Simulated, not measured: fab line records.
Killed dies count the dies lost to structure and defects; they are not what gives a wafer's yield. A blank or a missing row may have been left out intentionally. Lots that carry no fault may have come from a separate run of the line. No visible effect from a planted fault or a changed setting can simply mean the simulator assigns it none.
Matching of chambers || flow nand_harc || 4 sister chambers for NHARC_A_CHANNEL_FILL_D1_ALD_14 on ald_hk-03
The step deposits SiO2, target thk 2.5 nm, pulse time 10 s, ald cycles 25. 8 wafers are shown with their chamber, then 7 later ones without.

## EACH WAFER AND ITS CHAMBER
{"wafer": "L083.5", "chamber": 1, "heater_power_w (W)": 439, "precursor_pulse_height_rel": 1.031}
{"wafer": "L087.1", "chamber": 1, "heater_power_w (W)": 447, "precursor_pulse_height_rel": 0.973}
{"wafer": "L087.3", "chamber": 2, "heater_power_w (W)": 503, "precursor_pulse_height_rel": 1.001}
{"wafer": "L090.1", "chamber": 2, "heater_power_w (W)": 489, "precursor_pulse_height_rel": 1.017}
{"wafer": "L090.4", "chamber": 0, "heater_power_w (W)": 332, "precursor_pulse_height_rel": 0.992}
{"wafer": "L090.6", "chamber": 3, "heater_power_w (W)": 463, "precursor_pulse_height_rel": 1.013}
{"wafer": "L093.1", "chamber": 3, "heater_power_w (W)": 462, "precursor_pulse_height_rel": 1.003}
{"wafer": "L093.4", "chamber": 0, "heater_power_w (W)": 326, "precursor_pulse_height_rel": 1.025}

## WAFERS WITHOUT THEIR CHAMBER
{"wafer": "L093.5", "heater_power_w (W)": 330, "precursor_pulse_height_rel": 0.987}
{"wafer": "L092.1", "heater_power_w (W)": 491, "precursor_pulse_height_rel": 1.017}
{"wafer": "L092.3", "heater_power_w (W)": 329, "precursor_pulse_height_rel": 0.983}
{"wafer": "L092.4", "heater_power_w (W)": 455, "precursor_pulse_height_rel": 1.031}
{"wafer": "L095.2", "heater_power_w (W)": 325, "precursor_pulse_height_rel": 0.980}
{"wafer": "L095.5", "heater_power_w (W)": 502, "precursor_pulse_height_rel": 0.976}
{"wafer": "L095.6", "heater_power_w (W)": 444, "precursor_pulse_height_rel": 0.993}

## THE CHAMBER EACH PASSED THROUGH
{"wafer": "L093.5", "from the rows above": 0, "in truth": 0}
{"wafer": "L092.1", "from the rows above": 2, "in truth": 2}
{"wafer": "L092.3", "from the rows above": 0, "in truth": 0}
{"wafer": "L092.4", "from the rows above": "can't be placed: 3 or 1", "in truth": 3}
{"wafer": "L095.2", "from the rows above": 0, "in truth": 0}
{"wafer": "L095.5", "from the rows above": 2, "in truth": 2}
{"wafer": "L095.6", "from the rows above": 1, "in truth": 1}
6 of 7 placed correctly. From these rows, 1 cannot be placed; in 1 the true chamber is one of the candidates. Wrongly placed: 0.
How it was worked out, from the rows above alone: a wafer's distance from a chamber is the root of the sum, over the readings, of the square of ((its reading less the chamber's mean) divided by the reading's scatter). The wafer belongs to the nearest chamber; if the next one is less than 2 further off, it can't be placed. For every chamber, the mean is computed from those of its wafers that are shown. How the scatter is found: for the shown wafers, subtract from each reading the mean of its chamber, square and add these, divide the total by (wafers less chambers), then take the root.
